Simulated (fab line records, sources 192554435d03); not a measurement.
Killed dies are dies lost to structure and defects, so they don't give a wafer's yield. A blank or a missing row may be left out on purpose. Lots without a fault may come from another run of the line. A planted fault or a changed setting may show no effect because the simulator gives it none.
Problem report in the 8D (eight disciplines) form, filled by code | flow n5_finfet | the parts of the form that need people (team, actions taken, sign-off) are left out

1. THE PROBLEM
run_length_s at N5_BEOL_M4_ETCH_70 reads a mean of 128.7 s on 1 wafer of 1 lot; wafers without a fault read 153.3 s with a standard deviation of 0.47. That is -52 standard deviations from the usual mean.
The step: etches SOC in N2/H2, target depth 80 nm, overetch 24 nm, time 130 s.
First seen on wafer L472.5, day 12 06:53, on rie_diel-02. The record holds 27 wafers of 9 lots with a number at this step. Rule for "out", or "out of limits": more than 4 standard deviations from the usual mean. The other wafers with a number count as sound.

2. WHAT IT IS AND WHAT IT IS NOT
question                    | is                | is not
which readings at this step | run_length_s      | drypump_motor_current_A, n2_flow_sccm, oes_product_au, rf_vpp_V, showerhead_plenum_p_Torr, throttle_valve_pct
which lots                  | L472              | L463, L464, L471, L480, L481, L483, L484, L486
which wafers of those lots  | L472.5            | L472.1, L472.6
read on which tools         | rie_diel-02       | rie_diel-04, rie_diel-05
when                        | from day 12 06:53 | up to then (11 sound wafers); but 15 sound wafers of L480, L481, L483, L484, L486 came after

3. SUSPECTS, AND WHAT RULES EACH OUT
Counting: a tool at a process step up to the reading stays a suspect if it ran every lot that is out. Sound lots after the first of them don't rule it out here, since some wafers of a struck lot are sound.
- rie_diel-02 at N5_BEOL_M4_DESCUM_16 (chemistry O2, time 7 s): kept. It ran the lot that is out, L472 (day 11 02:46).
- rie_diel-04 at N5_BEOL_M4_ETCH_69 (etches SiARC in CF4, target depth 15.6 nm, time 26 s): kept. It ran the lot that is out, L472 (day 11 04:06).
- rie_diel-02 at N5_BEOL_M4_ETCH_70 (etches SOC in N2/H2, target depth 80 nm, overetch 24 nm, time 130 s): kept. It ran the lot that is out, L472 (day 12 06:53); its last sound lot up to then is L471 (day 12 06:24). Its own readings are out on those wafers: run_length_s.
- Within rie_diel-02 at N5_BEOL_M4_DESCUM_16: the wafers that are out ran in chamber 0; their sound lot-mates ran in chambers 1, 2.
- Within rie_diel-04 at N5_BEOL_M4_ETCH_69: the wafers that are out ran in chamber 2; their sound lot-mates ran in chambers 0, 1.
- Within rie_diel-02 at N5_BEOL_M4_ETCH_70: the wafers that are out ran in chamber 2; their sound lot-mates ran in chambers 0, 1.
Left after counting: rie_diel-02 at N5_BEOL_M4_DESCUM_16, rie_diel-04 at N5_BEOL_M4_ETCH_69, rie_diel-02 at N5_BEOL_M4_ETCH_70.

4. THE CAUSE (what the simulator had put in)
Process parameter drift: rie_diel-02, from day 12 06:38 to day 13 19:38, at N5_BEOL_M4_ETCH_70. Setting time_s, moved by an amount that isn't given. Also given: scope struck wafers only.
Counting left 3 suspects, and this tool is among them.

5. THE CHAIN OF EFFECTS, in route order
Each row: a reading whose mean over the struck wafers that have a number lies more than 3 standard deviations from the usual. Only readings for which the record gives a usual standard deviation are gone through. hours: the time from each lot's start at the first step in this table that gives one to its start at this step, as a median over the lots. sigmas: the change in usual standard deviations.
hours | step               | reading      | usual   | on struck wafers | change | sigmas
0     | N5_BEOL_M4_ETCH_70 | run_length_s | 153.3 s | 128.7            | -24.6  | -52
The process steps in it:
- N5_BEOL_M4_ETCH_70: etches SOC in N2/H2, target depth 80 nm, overetch 24 nm, time 130 s.
Later measuring or inspecting steps at which every struck wafer that the step has a row for has a number for every such reading, and none has moved that far: N5_BEOL_M4_RC_MEAS_101.

6. WHAT WOULD HAVE CAUGHT IT SOONER
In this record the first reading out of limits was taken at day 12 06:53, 0 hours after the fault began at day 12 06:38.
